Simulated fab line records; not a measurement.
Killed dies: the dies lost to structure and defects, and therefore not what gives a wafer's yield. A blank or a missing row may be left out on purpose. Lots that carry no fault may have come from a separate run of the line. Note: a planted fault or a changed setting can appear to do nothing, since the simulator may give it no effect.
fab line records -- flow n5Finfet
record lots=4, wafers=12, lastDay=17
route steps=1938 shown FIN_CUT@178 STI_FIN_REVEAL@183 DUMMY_GATE@212 BEOL_M4@1111 PASSIVATION@1936
lots with no fault: from the same line, run without faults
startH: start of the lot's first displayed wafer, in hours after the record's first day -- waitH: hours elapsed since this lot's preceding step -- " same as the row above -- L1.1+2: several wafers, shown together as one row -- - value missing, or start not given -- * or withheld: withheld -- < > ~ a bound
route shown NAME@n: names a module that has steps shown in the file, with the first one's number in the route -- usual: mean and standard deviation over wafers with no fault -- same: alike in all rows -- chamber/n: place in a boat -- sites: readings site by site -- _std_site: the standard deviation of these -- _edge_site: outer sites' mean less inner sites' -- radiusMm: for every site, how far away it sits from the centre of the wafer -- mask NAME#n: copy n -- behind: the last tool/chamber to shape the wafer -- hold: reason for holding the lot/hours on hold/outcome of the hold -- device: the n, p or np transistor that did not switch -- end of line: the route-end tests of the same wafers -- a step without rows: its recipe alone -- killed: count of dies lost to structure and defects at first sort (not the wafer's yield) -- map: a wafer's dies, marking killed ones x, the rest . and places with no die _
set.NAME: the setting as run; set.NAME@STEP: as run at that earlier step -- model.NAME: the simulator's own value behind a step, which no gauge read
lots at selected steps of the route; one table per step, one row per wafer
services: when a tool's chamber went out of use (startH, in hours from the record's first day, below 0 if earlier), for how many hours, and the reason
## steps
# step N5_FIN_CUT_STRIP_22
# recipe chemistry=N2/H2, powerW=500, tempC=40, pressureMtorr=50, rfFrequencyHz=6e+07, overashFraction=0.3, biasPowerW=8, h2Frac=0.5, n2FlowSccm=300, h2FlowSccm=300
# step N5_FIN_CUT_PRECLEAN_36
# recipe chemistry=O3/DIW, timeS=60, tempC=22, o3Ppm=10
# step N5_FIN_CUT_SRD_32
# recipe dry=ipaMarangoni, timeS=30, tempC=23, rinseLiquid=diw
# step N5_FIN_CUT_UV_OZONE_34
# recipe timeS=120, pressureTorr=760, tempC=25
# step N5_STI_FIN_REVEAL_ALD_00
# recipe material=SiO2, targetThkA=10, tempC=300, aldPrecursorFamily=BDEAS, aldCoReactant=O2-plasma, pulseTimeS=1, pressureTorr=2
# step N5_STI_FIN_REVEAL_ALD_14
# recipe material=Si3N4, targetThkA=30, tempC=400, aldPrecursorFamily=SiH2I2, aldCoReactant=N2/H2-plasma, pressureTorr=2
# step N5_STI_FIN_REVEAL_FCVD_FILL_01
# recipe material=SiO2_flowable, targetThkA=3120, tempC=100, pressureTorr=0.8, rfW=2000, timeS=512.2
# step N5_STI_FIN_REVEAL_DENSIFY_02
# recipe tempC=650, ambient=steam, timeS=1800, idleTempC=400, densificationPH2oTorr=640
# step N5_STI_FIN_REVEAL_CMP_04
# recipe stopOn=Si3N4, tOverpolishS=4, downForcePsi=2, platenRpm=54.18, postCmpClean=alkalineBrush, padVelocityMS=1.078, targetThkNm=131.83
# step N5_STI_FIN_REVEAL_DENSIFY_30
# recipe tempC=*, timeS=*, ambient=N2, idleTempC=600, rampUpCPerS=150, rampDownCPerS=60, coolToC=600
# step N5_STI_FIN_REVEAL_ETCHBACK_08
# recipe chemistry=C4F6/O2, target=SiO2, targetDepthA=305, timeS=10.167, ionEnergyEv=250, pressureMtorr=30, sourceW=345, biasW=185, Ar_flow_sccm=300, C4F6_flow_sccm=10, O2_flow_sccm=10
# usual drypumpMotorCurrentA=5.7/0.33, oes_f_703_au=0.80/0.098, oesProductAu=0.80/0.1, rfVppV=661/12, showerheadPlenumPTorr=2.85/0.097, throttleValvePct=21.28/0.25
lot.wafer,tool,chamber,startH,waitH,drypumpMotorCurrentA,oes_f_703_au,oesProductAu,rfHoursCounterH,rfVppV,showerheadPlenumPTorr,throttleValvePct
L557.2,rieDiel-01,1,93.89,0.2,5.9,0.82,0.83,71,681,2.99,20.95
L557.5,rieDiel-01,0,93.89,0.2,6.2,0.87,0.84,-,660,2.90,21.37
L557.6,rieDiel-01,3,93.89,0.2,5.1,0.69,0.67,-,645,2.69,21.27
L561.1,rieDiel-01,2,119.90,0.2,6.2,0.70,0.68,245,637,2.96,21.60
L561.4,rieDiel-01,0,119.90,0.2,6.2,0.85,0.81,96,662,2.89,21.36
L561.6,rieDiel-01,3,119.90,0.2,5.2,0.69,0.66,-,645,2.68,21.27
L562.1,rieDiel-01,2,129.48,0.2,6.2,0.69,0.68,247,636,2.96,21.60
L562.3,rieDiel-01,3,129.48,0.2,5.1,0.69,0.66,241,646,2.68,21.27
L562.5,rieDiel-01,2,129.48,0.2,6.2,0.69,0.68,-,635,2.96,21.59
L568.2,rieDiel-05,2,161.84,0.3,5.9,0.98,0.95,16,666,2.79,21.44
L568.3,rieDiel-05,1,161.84,0.3,5.8,0.86,0.89,42,661,2.93,21.01
L568.4,rieDiel-05,3,161.84,0.3,5.3,0.98,0.97,5,664,2.77,21.28
# step N5_STI_FIN_REVEAL_STRIP_24
# recipe chemistry=N2/H2, timeS=90, powerW=100, tempC=40, pressureMtorr=100, rfFrequencyHz=6e+07, biasPowerW=3, n2FlowSccm=300, h2FlowSccm=300
# step N5_STI_FIN_REVEAL_PRECLEAN_25
# recipe chemistry=SPM, timeS=90, tempC=120, mix=4:1
# step N5_STI_FIN_REVEAL_PRECLEAN_26
# recipe chemistry=SC1, timeS=45, tempC=46, mix=1:2:100
# step N5_STI_FIN_REVEAL_PRECLEAN_29
# recipe chemistry=DHF, timeS=30, tempC=25, dilution=300:1
# step N5_STI_FIN_REVEAL_SRD_12
# recipe timeS=30, tempC=23, rinseLiquid=diw, dry=ipaMarangoni
# step N5_STI_FIN_REVEAL_RECESS_09
# recipe chemistry=HF/NH3, target=SiO2, afsCycles=11, targetDepthA=425, tempC=30, sublimationTempC=180, sublimationTimeS=60
# step N5_STI_FIN_REVEAL_STRIP_16
# recipe chemistry=H3PO4, material=SiNx, tempC=165, targetDepthA=238, overetchFraction=0.4964, dry=ipaMarangoni
# step N5_STI_FIN_REVEAL_PRECLEAN_17
# recipe chemistry=NF3:NH3, afsCycles=1, tempC=30, timeS=20, sublimationTempC=180, sublimationTimeS=60, pressureTorr=3, rfPowerW=30
# step N5_STI_FIN_REVEAL_ETCH_34
# recipe chemistry=H2, mode=isotropic, material=Si, target=Si, targetDepthA=9.7, tempC=20, pressureMtorr=4.5, icpW=300, biasW=0, h2FlowSccm=7.5, heFlowSccm=142.5
# step N5_STI_FIN_REVEAL_OXIDATION_31
# recipe chemistry=O2_PLASMA_REMOTE, tempC=150, timeS=20, pressureMtorr=1000, sourcePowerW=2000, o2FlowSccm=3000
# step N5_STI_FIN_REVEAL_PRECLEAN_32
# recipe chemistry=NF3:NH3, afsCycles=1, tempC=30, timeS=20, sublimationTempC=180, sublimationTimeS=60, pressureTorr=3, rfPowerW=30
# step N5_STI_FIN_REVEAL_STRIP_35
# recipe chemistry=H3PO4, material=Si3N4, tempC=165, targetDepthA=40, timeS=39
# step N5_STI_FIN_REVEAL_SRD_21
# recipe dry=ipaMarangoni, timeS=30, tempC=23, rinseLiquid=diw
# step N5_STI_FIN_REVEAL_OXIDATION_33
# recipe chemistry=O2_PLASMA_REMOTE, tempC=150, timeS=20, pressureMtorr=1000, sourcePowerW=2000, o2FlowSccm=3000
# step N5_STI_FIN_REVEAL_CLEAN_19
# recipe chemistry=O3/DIW, tempC=25, timeS=120, o3Ppm=10
# step N5_STI_FIN_REVEAL_SRD_23
# recipe dry=ipaMarangoni, timeS=30, tempC=23, rinseLiquid=diw
# step N5_STI_FIN_REVEAL_FIN_H_MEAS_10
# usual trenchDepthNm=52.3/0.88
lot.wafer,tool,chamber,startH,waitH,trenchDepthNm
L557.2,ocd-02,-,96.87,0.0,52.0
L557.5,ocd-02,-,96.87,0.0,52.6
L557.6,ocd-02,-,96.87,0.0,51.3
L561.1,ocd-01,-,123.59,0.0,44.5
L561.4,ocd-01,-,123.59,0.0,52.0
L561.6,ocd-01,-,123.59,0.0,51.8
L562.1,ocd-02,-,132.43,0.0,44.6
L562.3,ocd-02,-,132.43,0.0,50.9
L562.5,ocd-02,-,132.43,0.0,44.8
L568.2,ocd-02,-,164.79,0.0,52.2
L568.3,ocd-02,-,164.79,0.0,51.4
L568.4,ocd-02,-,164.79,0.0,52.8
# step N5_STI_FIN_REVEAL_PRECLEAN_18
# recipe chemistry=SC2, timeS=45, tempC=35, mix=1:1:50
# step N5_STI_FIN_REVEAL_SRD_28
# recipe dry=ipaMarangoni, timeS=30, tempC=23, rinseLiquid=diw
# step N5_DUMMY_GATE_PRECLEAN_00
# recipe chemistry=O3/DIW, timeS=60, tempC=22, o3Ppm=10
# step N5_DUMMY_GATE_SRD_01
# recipe timeS=30, tempC=23, rinseLiquid=diw, dry=ipaMarangoni
# step N5_DUMMY_GATE_ALD_02
# recipe material=SiO2, targetThkA=20, tempC=300, aldPrecursorFamily=BDEAS, aldCoReactant=O2-plasma, pulseTimeS=1, pressureTorr=2
# step N5_DUMMY_GATE_CVD_03
# recipe material=a-Si, targetThkA=1500, tempC=530, precursor=SiH4, timeS=8042
# step N5_DUMMY_GATE_PRECLEAN_46
# recipe chemistry=DIW, timeS=89.5, tempC=23
# step N5_DUMMY_GATE_SRD_47
# recipe dryTimeS=32, dry=n2Spin, spinRpm=1500
# step N5_DUMMY_GATE_CMP_04
# recipe material=a-Si, postCmpClean=alkalineBrush
# step N5_BEOL_M4_RC_MEAS_101
# usual DIBL_N=35.4/2.1, DIBL_P=34.8/2.6, IOFF_N=0.15/0.037, IOFF_N_85C=3.0/0.61, IOFF_N_LIN=0.070/0.014, IOFF_P=0.19/0.037, IOFF_P_85C=3.3/0.55, IOFF_P_LIN=0.093/0.014, ION_N=677/16, ION_P=462/9.3, REXT_N=75.4/1.6, SS_N=71.4/0.75, SS_P=72.9/0.77, VT_N=250/3.7, VT_P=-251/3.5
lot.wafer,tool,chamber,startH,waitH,DIBL_N[mV/V],DIBL_P[mV/V],IOFF_N[nA/um],IOFF_N_85C[nA/um],IOFF_N_LIN[nA/um],IOFF_P[nA/um],IOFF_P_85C[nA/um],IOFF_P_LIN[nA/um],ION_N[uA/um],ION_P[uA/um],REXT_N[ohm.um],SS_N[mV/dec],SS_P[mV/dec],VT_N[mV],VT_P[mV]
L557.2,prober-01,0,231.49,0.8,37.8,36.2,0.17,3.3,0.078,0.22,3.8,0.104,672,460,75.0,71.9,73.0,250,-248
L557.5,prober-01,0,231.49,0.8,36.2,34.3,0.14,2.8,0.069,0.20,3.6,0.099,684,466,74.3,71.4,72.4,248,-249
L557.6,prober-01,0,231.49,0.8,36.7,34.1,0.15,3.0,0.073,0.20,3.5,0.098,675,460,74.0,71.2,72.7,247,-251
L561.1,prober-01,0,255.37,0.0,64.1,55.1,3.63,43.2,0.143,3.31,36.8,0.209,590,406,81.3,111.0,102.7,253,-247
L561.4,prober-01,0,255.37,0.0,28.8,26.1,0.07,1.5,0.036,0.10,2.0,0.059,635,444,75.2,69.5,70.5,261,-259
L561.6,prober-01,0,255.37,0.0,32.4,31.9,0.10,2.1,0.051,0.16,2.9,0.082,647,452,76.2,69.9,72.3,255,-253
L562.1,prober-02,0,260.65,0.0,71.6,51.9,5.28,58.0,0.162,2.34,28.2,0.174,585,405,81.9,118.3,98.6,252,-253
L562.3,prober-02,0,260.65,0.0,35.0,32.9,0.11,2.4,0.054,0.13,2.5,0.070,649,440,74.2,71.7,71.8,257,-259
L562.5,prober-02,0,260.65,0.0,83.8,48.6,11.09,111.4,0.240,1.24,16.5,0.146,600,406,81.0,132.1,87.9,251,-253
L568.2,prober-01,0,303.96,0.4,34.6,33.3,0.14,2.8,0.067,0.18,3.2,0.092,689,466,72.8,70.8,73.1,249,-250
L568.3,prober-01,0,303.96,0.4,34.0,33.2,0.13,2.7,0.066,0.18,3.2,0.094,675,467,74.2,71.4,72.7,251,-249
L568.4,prober-01,0,303.96,0.4,36.0,35.2,0.17,3.4,0.082,0.20,3.5,0.100,711,477,71.9,71.4,73.9,246,-252
# step N5_PASSIVATION_PROBE_49
# usual defectLimitedYield=90.5/1.7, killed_at_M0_to_M3=37/12, killed_at_M4_up=14/5.2, killedAtContacts=12/5.9, killedAtFrontEnd=45/14, killedAtOther=3.5/2.8, killedDies=112/21, killedOpen=73/15, killedShort=36/8.9, sort_bin_4_leakage=0.00/0.007, sort_bin_5_function=5.6/1.2, sort_bin_6_memory=3.5/0.68, sort_bin_8_speed=0.01/0.1, sortNPass=1068/21, sortYieldPct=90.5/1.8
# same grossDies=1180, killedAtBackSide=0
lot.wafer,tool,chamber,startH,waitH,defectLimitedYield[%],killed_at_M0_to_M3,killed_at_M4_up,killedAtContacts,killedAtFrontEnd,killedAtOther,killedDies,killedOpen,killedShort,sort_bin_4_leakage[%],sort_bin_5_function[%],sort_bin_6_memory[%],sort_bin_8_speed[%],sortNPass,sortYieldPct[%]
L557.2,prober-01,-,343.05,0.1,88.1,54,3,17,59,8,141,91,48,0,7.7,3.7,0,1039,88.1
L557.5,prober-01,-,343.20,0.2,88.5,35,15,24,61,1,136,97,35,0,8.0,3.3,0,1044,88.5
L557.6,prober-01,-,343.25,0.3,89.1,45,11,13,59,1,129,84,43,0,6.3,4.2,0,1051,89.1
L561.1,prober-02,-,367.71,0.0,87.9,48,18,6,68,3,143,94,48,87.88,6.9,4.8,0,0,0
L561.4,prober-02,-,367.86,0.2,89.0,51,8,7,63,1,130,80,48,0,5.9,4.7,1.19,1036,87.8
L561.6,prober-02,-,367.96,0.3,90.2,38,10,5,61,2,116,73,43,0,6.0,3.5,0,1064,90.2
L562.1,prober-02,-,374.86,0.0,88.8,48,13,9,51,11,132,83,46,88.81,6.9,3.8,0,0,0
L562.3,prober-02,-,374.96,0.1,89.8,47,14,21,34,4,120,68,47,0,5.7,4.2,0.17,1058,89.7
L562.5,prober-02,-,375.06,0.2,85.4,74,19,33,44,2,172,111,60,85.42,9.2,4.8,0,0,0
L568.2,prober-01,-,407.28,0.1,90.3,33,11,15,41,15,115,78,34,0,5.9,3.6,0,1065,90.3
L568.3,prober-01,-,407.33,0.1,88.4,26,31,3,64,13,137,82,49,0,6.5,4.2,0,1043,88.4
L568.4,prober-01,-,407.38,0.2,90.1,28,9,7,63,10,117,63,53,0,6.0,3.3,0,1063,90.1
# killed by level:class
L557.2 BEOL_M0_SAQP:geometricParticle:short=17 DUMMY_GATE:geometricParticle:open=14 MOL_CONTACT_COAG:geometricParticle:open=13 BEOL_M0_SAQP:geometricParticle:open=10 BEOL_M1:geometricParticle:open=9 STI_FIN_REVEAL:geometricParticle:open=8 GATE_CUT:geometricParticle:open=8 FIN_SAQP:geometricParticle:open=7
L557.5 MOL_CONTACT_COAG:geometricParticle:open=21 STI_FIN_REVEAL:geometricParticle:open=20 BEOL_M2:geometricParticle:open=13 BEOL_M3:geometricParticle:open=8 FIN_SAQP:geometricParticle:open=7 BEOL_M0_SAQP:geometricParticle:open=7 STI_FIN_REVEAL:geometricParticle:short=6 DUMMY_GATE:geometricParticle:open=6
L557.6 FIN_SAQP:geometricParticle:open=15 STI_FIN_REVEAL:geometricParticle:open=14 BEOL_M0_SAQP:geometricParticle:short=12 MOL_CONTACT_COAG:geometricParticle:open=10 BEOL_M0_SAQP:geometricParticle:open=10 FIN_SAQP:geometricParticle:short=7 BEOL_M1:geometricParticle:open=7 BEOL_M3:geometricParticle:open=6
L561.1 STI_FIN_REVEAL:geometricParticle:open=24 BEOL_M0_SAQP:geometricParticle:short=15 FIN_SAQP:geometricParticle:open=14 BEOL_M1:geometricParticle:open=13 GATE_CUT:geometricParticle:short=7 BEOL_M0_SAQP:geometricParticle:open=7 BEOL_M4:geometricParticle:open=7 DUMMY_GATE:geometricParticle:open=6
L561.4 STI_FIN_REVEAL:geometricParticle:open=19 FIN_SAQP:geometricParticle:open=13 BEOL_M0_SAQP:geometricParticle:short=13 BEOL_M2:geometricParticle:open=12 BEOL_M0_SAQP:geometricParticle:open=10 GATE_CUT:geometricParticle:short=7 FIN_SAQP:geometricParticle:short=6 BEOL_M1:geometricParticle:short=5
L561.6 STI_FIN_REVEAL:geometricParticle:open=17 FIN_SAQP:geometricParticle:short=11 FIN_SAQP:geometricParticle:open=9 BEOL_M3:geometricParticle:open=9 BEOL_M0_SAQP:geometricParticle:open=8 GATE_CUT:geometricParticle:short=7 GATE_CUT:geometricParticle:open=6 BEOL_M0_SAQP:geometricParticle:short=6
L562.1 BEOL_M3:geometricParticle:open=15 FIN_SAQP:geometricParticle:short=10 STI_FIN_REVEAL:geometricParticle:open=10 DUMMY_GATE:geometricParticle:open=9 MOL_CONTACT_COAG:geometricParticle:open=8 BEOL_M0_SAQP:geometricParticle:short=8 FIN_SAQP:geometricParticle:open=6 GATE_CUT:geometricParticle:short=5
L562.3 MOL_CONTACT_COAG:geometricParticle:open=15 BEOL_M3:geometricParticle:open=10 FIN_SAQP:geometricParticle:short=9 BEOL_M0_SAQP:geometricParticle:short=9 BEOL_M0_SAQP:geometricParticle:open=8 BEOL_M4:geometricParticle:open=7 STI_FIN_REVEAL:geometricParticle:open=5 MOL_CONTACT_COAG:geometricParticle:short=5
L562.5 MOL_CONTACT_COAG:geometricParticle:open=23 BEOL_M0_SAQP:geometricParticle:short=20 BEOL_M1:geometricParticle:open=16 BEOL_M3:geometricParticle:open=15 BEOL_M0_SAQP:geometricParticle:open=14 FIN_SAQP:geometricParticle:short=13 FIN_SAQP:geometricParticle:open=10 MOL_CONTACT_COAG:geometricParticle:short=10
L568.2 FIN_SAQP:geometricParticle:short=14 MOL_CONTACT_COAG:geometricParticle:open=13 FIN_SAQP:geometricParticle:open=9 BEOL_M3:geometricParticle:open=8 MIM_TOP:geometricParticle:open=7 BEOL_M0_SAQP:geometricParticle:short=6 BEOL_M0_SAQP:geometricParticle:open=5 BEOL_M1:geometricParticle:open=5
L568.3 STI_FIN_REVEAL:geometricParticle:open=24 BEOL_M4:geometricParticle:open=10 FIN_SAQP:geometricParticle:short=7 BEOL_M5:geometricParticle:open=6 GATE_CUT:geometricParticle:short=5 BEOL_M0_SAQP:geometricParticle:open=5 BEOL_M1:geometricParticle:short=5 BEOL_M1:geometricParticle:open=5
L568.4 STI_FIN_REVEAL:geometricParticle:open=16 FIN_SAQP:geometricParticle:short=11 GATE_CUT:geometricParticle:short=8 FIN_SAQP:geometricParticle:open=6 GATE_CUT:geometricParticle:open=6 BEOL_M2:geometricParticle:open=6 MOL_CONTACT_COAG:geometricParticle:open=5 BEOL_M0:geometricParticle:short=5
# map L561.1 (x killed, . not)
_________________.....x......________________
______________.......x.x.x....x._____________
___________xx......................__________
__________........x................._________
________..................x..........._______
_______...........x.......x............______
______....xx....x..........x............_____
_____..........x......x.....x.....x...x.x____
____...x....x....x..x..........x.......x..___
___........x....x....x..............xx.....__
___.....x............x.x...................__
__..x..x.....x..x...x.................x....._
__.x............x.....x...xx.......x........_
_...........x............x............x.....x
_.x..............x...........xx....x..x....x.
_xx...x..........x...................x.......
_...............x...................x.....x..
_.x....x..x.............x.x.....x...........x
_.....................x..............x.......
_...x......x..........x..x.x.x.......x.......
_..x...........x.xx....x............x........
__..x....x..x.......x............x...x......_
__...xx.......................x............._
___.................x.....x................__
___..x.........x....x................x.....__
____x....xx.......x...x....xx........x....___
_____....x.....x.......................x.____
______..................x..............._____
_______..x........x..x.x........x..xx..______
________xx.........xx.........x.x..x.._______
__________x...x....................._________
___________x.......xxx......x...x..__________
______________x.......x..x......_____________
_________________...x.x....x.________________
# map L562.5 (x killed, . not)
_________________.......x...x________________
______________...x.............._____________
___________x.....xx.....x...x..x...__________
__________............x.....xx...x.._________
________.......x......................_______
_______x.....x..x...x..................______
______.x..........x..xx.x......xxx.....x_____
_____..x..x..x..........x.......xx..xx.xx____
____.x.......x...............x...........x___
___..........xxxx.....x.................x..__
___.......x.....x........x...xx............__
__....x.......x..xx...........x..x...xx...x._
__.....x.....x.............x.....x.x....x..._
_.......x.....x..........x...................
_............................xx.......xxx....
_.........x..xx.......x.x.x.......x.x........
_.xx.................xx.............x.......x
_...xx..............xx.x.......x.............
_....x.........x.................x..x........
_x....xx..x....................x.....x.....x.
_.x.......xx.x...x.....................x.....
__....x.....x.....x............x.....x......_
__x....x............x.....xx........x......._
___..................x..........x.x.x......__
___...............x.........x.x.........x..__
____x..x...x...........x........xxxx..x...___
_____...x.....x.........x................____
______.................x.....x....x....._____
_______..........x..xx..........xx.x.xx______
________..........x..x.....x.........._______
__________x.x....x...x..........x..._________
___________x.x.x....x.xx...........__________
______________...........x.x.x.._____________
_________________...........x________________
## services
tool,chamber,startH,hours,kind
rieDiel-01,-,87.14,1.0,repair
rieDiel-05,2,88.44,-,clean
rieDiel-05,2,88.44,-,consumableReplace:focusRing
rieDiel-05,2,88.44,17.2,scheduledDown
rieDiel-05,2,88.44,17.2,ventCycle
rieDiel-05,3,109.75,-,clean
rieDiel-05,3,109.75,-,consumableReplace:focusRing
rieDiel-05,3,109.75,20.4,scheduledDown
rieDiel-05,3,109.75,20.4,ventCycle
rieDiel-01,2,134.57,-,clean
rieDiel-01,2,134.57,-,consumableReplace:esc
rieDiel-01,2,134.57,-,consumableReplace:focusRing
rieDiel-01,2,134.57,18.7,scheduledDown
rieDiel-01,2,134.57,18.7,ventCycle
rieDiel-01,-,141.22,1.0,repair
rieDiel-05,-,143.37,14.6,pm
rieDiel-01,3,153.44,-,clean
rieDiel-01,3,153.44,-,consumableReplace:focusRing
rieDiel-01,3,153.44,-,consumableReplace:showerhead
rieDiel-01,3,153.44,27.5,scheduledDown
rieDiel-01,3,153.44,27.5,ventCycle
## key
firstSign step=N5_STI_FIN_REVEAL_FIN_H_MEAS_10, reading=trenchDepthNm, direction=down, sigmas=8.7, usual=52.3, struck=44.7
effect step=N5_BEOL_M4_RC_MEAS_101, reading=IOFF_N, direction=up, sigmas=99+, usual=0.15, struck=6.67
effect step=N5_BEOL_M4_RC_MEAS_101, reading=IOFF_N_85C, direction=up, sigmas=99+, usual=3.0, struck=70.9
effect step=N5_BEOL_M4_RC_MEAS_101, reading=SS_N, direction=up, sigmas=65, usual=71.4, struck=120.5
effect step=N5_BEOL_M4_RC_MEAS_101, reading=IOFF_P, direction=up, sigmas=57, usual=0.19, struck=2.29
effect step=N5_BEOL_M4_RC_MEAS_101, reading=IOFF_P_85C, direction=up, sigmas=43, usual=3.3, struck=27.1
effect step=N5_BEOL_M4_RC_MEAS_101, reading=SS_P, direction=up, sigmas=31, usual=72.9, struck=96.4
effect step=N5_BEOL_M4_RC_MEAS_101, reading=DIBL_N, direction=up, sigmas=18, usual=35.4, struck=73.1
effect step=N5_BEOL_M4_RC_MEAS_101, reading=IOFF_N_LIN, direction=up, sigmas=8.2, usual=0.070, struck=0.182
effect step=N5_BEOL_M4_RC_MEAS_101, reading=DIBL_P, direction=up, sigmas=6.6, usual=34.8, struck=51.9
effect step=N5_BEOL_M4_RC_MEAS_101, reading=ION_P, direction=down, sigmas=6.1, usual=462, struck=406
effect step=N5_BEOL_M4_RC_MEAS_101, reading=IOFF_P_LIN, direction=up, sigmas=5.9, usual=0.093, struck=0.176
effect step=N5_BEOL_M4_RC_MEAS_101, reading=ION_N, direction=down, sigmas=5.4, usual=677, struck=591
effect step=N5_PASSIVATION_PROBE_49, reading=sort_bin_4_leakage, direction=up, sigmas=99+, usual=0.00, struck=87.37
metAt N5_STI_FIN_REVEAL_ETCHBACK_08
struckWafers L561.1,L562.1,L562.5
onsetBetween 93.89 119.90
fault kind=processParameterDrift, tool=rieDiel-01, chamber=-, onsetH=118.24, steps=N5_STI_FIN_REVEAL_ETCHBACK_08, channel=timeS, offset=*, shape=step, endH=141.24, scope=struckWafersOnly, actsIn=*, stated=*
